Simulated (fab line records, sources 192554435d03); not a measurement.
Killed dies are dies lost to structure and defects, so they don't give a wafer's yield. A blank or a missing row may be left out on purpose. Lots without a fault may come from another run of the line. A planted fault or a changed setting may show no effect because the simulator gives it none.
Chamber matching | flow n5_finfet | N5_BEOL_M14_DEP_53 on pecvd-03: 3 sister chambers
The step deposits SiCN from 3MS/NH3, target thk 50 nm, time 17.8 s. 6 wafers are shown with their chamber, then 8 later ones without.

WAFERS WITH THEIR CHAMBER
wafer  | chamber | throttle_valve_pct (%) | showerhead_plenum_p_Torr (Torr)
L075.4 | 0       | 17.6                   | 4.131
L076.5 | 0       | 17.6                   | 4.137
L077.1 | 1       | 18.8                   | 4.171
L077.3 | 1       | 18.7                   | 4.163
L077.6 | 2       | 17.4                   | 4.172
L081.1 | 2       | 17.0                   | 4.183

WAFERS WITHOUT THEIR CHAMBER
wafer  | throttle_valve_pct (%) | showerhead_plenum_p_Torr (Torr)
L081.3 | 17.5                   | 4.116
L081.6 | 17.4                   | 4.190
L086.2 | 17.6                   | 4.129
L086.3 | 19.0                   | 4.162
L086.6 | 17.3                   | 4.187
L087.3 | 18.7                   | 4.172
L087.4 | 17.9                   | 4.124
L087.5 | 18.8                   | 4.156

WHICH CHAMBER EACH WENT THROUGH
wafer  | from the rows above | in truth
L081.3 | 0                   | 0
L081.6 | 2                   | 2
L086.2 | 0                   | 0
L086.3 | 1                   | 1
L086.6 | 2                   | 2
L087.3 | 1                   | 1
L087.4 | 0                   | 0
L087.5 | 1                   | 1
Placed correctly: 8 of 8. Can't be placed from these rows: 0. Placed wrongly: 0.
How it was worked out, from the rows above alone: a wafer's distance from a chamber is the root of the sum, over the readings, of the square of ((its reading less the chamber's mean) divided by the reading's scatter). The wafer belongs to the nearest chamber; if the next one is less than 2 further off, it can't be placed. A chamber's mean is the mean of its shown wafers. The scatter: the root of (the sum of the squares of (reading less its chamber's mean) over the shown wafers, divided by (wafers less chambers)).
